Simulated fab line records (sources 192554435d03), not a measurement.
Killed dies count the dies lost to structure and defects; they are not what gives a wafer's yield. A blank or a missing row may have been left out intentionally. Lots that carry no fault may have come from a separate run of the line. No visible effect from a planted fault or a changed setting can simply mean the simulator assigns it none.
Which tool was responsible? | flow n5 finfet | 36 wafers from 12 lots sampled at 3 of the route's 1938 steps

## WHAT EACH GAUGE READ, for each wafer
N5_BEOL_M5_CD_MEAS_18: pitch 56 nm, target cd 28 nm.
lot  | measured     | on        | cd nm (nm)
L076 | day 8 23:36  | cd sem-02 | 27.8 27.9 27.7
L077 | day 9 00:52  | cd sem-01 | 28.3 27.9 28.2
L079 | day 9 06:46  | cd sem-01 | 27.6 27.3 27.8
L081 | day 10 10:49 | cd sem-02 | 27.9 27.5 27.7
L083 | day 10 17:11 | cd sem-03 | 28.1 27.5 28.1
L086 | day 11 20:18 | cd sem-03 | 27.4 27.7 27.6
L087 | day 11 23:13 | cd sem-02 | 28.2 28.7 28.4
L090 | day 12 01:28 | cd sem-03 | 27.6 27.6 27.7
L092 | day 12 13:24 | cd sem-02 | 28.4 27.6 27.9
L093 | day 13 12:16 | cd sem-03 | 28.3 28.5 27.8
L094 | day 13 13:07 | cd sem-03 | 28.1 27.4 27.7
L097 | day 14 22:59 | cd sem-03 | 27.9 28.2 27.7

## WHAT TOOL EACH LOT RAN ON (gives the tool, then ch and the chambers of the sampled wafers, and finally the start)
lot  | N5_BEOL_M4_ETCH_41                            | N5_BEOL_M5_CURE_79
L076 | rie diel-05 ch 0,1,2, day 8 19:25 or earlier  | uv cure-01 ch 0, day 8 19:25
L077 | rie diel-01 ch 1,2, day 8 22:34 or earlier    | uv cure-02 ch 2, day 8 22:34
L079 | rie diel-06 ch 0,2,3, day 9 04:35 or earlier  | uv cure-03 ch 1, day 9 04:35
L081 | rie diel-05 ch 0,1,2, day 10 08:21 or earlier | uv cure-02 ch 1, day 10 08:21
L083 | rie diel-01 ch 0,2,3, day 10 14:32 or earlier | uv cure-01 ch 1, day 10 14:32
L086 | rie diel-05 ch 0,3, day 11 18:20 or earlier   | uv cure-01 ch 1, day 11 18:20
L087 | rie diel-05 ch 0,3, day 11 20:21 or earlier   | uv cure-01 ch 0, day 11 20:21
L090 | rie diel-01 ch 0,2,3, day 11 23:43 or earlier | uv cure-03 ch 2, day 11 23:43
L092 | rie diel-01 ch 0,3, day 12 11:14 or earlier   | uv cure-01 ch 0, day 12 11:14
L093 | rie diel-01 ch 1,2,3, day 13 09:43 or earlier | uv cure-02 ch 1, day 13 09:43
L094 | rie diel-01 ch 0,1,3, day 13 10:56 or earlier | uv cure-02 ch 2, day 13 10:56
L097 | rie diel-06 ch 0,1, day 14 21:05 or earlier   | uv cure-01 ch 2, day 14 21:05
- N5_BEOL_M4_ETCH_41: etches SiCN in CH3F/O2, target depth 29.9 nm, time 52.5 s.
- N5_BEOL_M5_CURE_79: cures SiCOH lowk, time 240 s.

## THE ANSWER, worked out from the rows above alone
Rule: the usual values come from the lots themselves. The widest of any qualifying gaps counts: lots, ordered by their means at a reading, are off when they make up no more than a third of the lots, leave a main group of 4 or more, and stand apart from it by 3 or more times the standard deviation of that group's means. Not used: any main group whose means are identical at the precision the tables above print for the reading. Also off: a lot with no number at a reading for which 4 or more lots have one. All remaining lots with rows at the step are treated as sound.
No lot is off at any reading shown: from this, nothing can be told.

## WHAT THE SIMULATOR PUT IN
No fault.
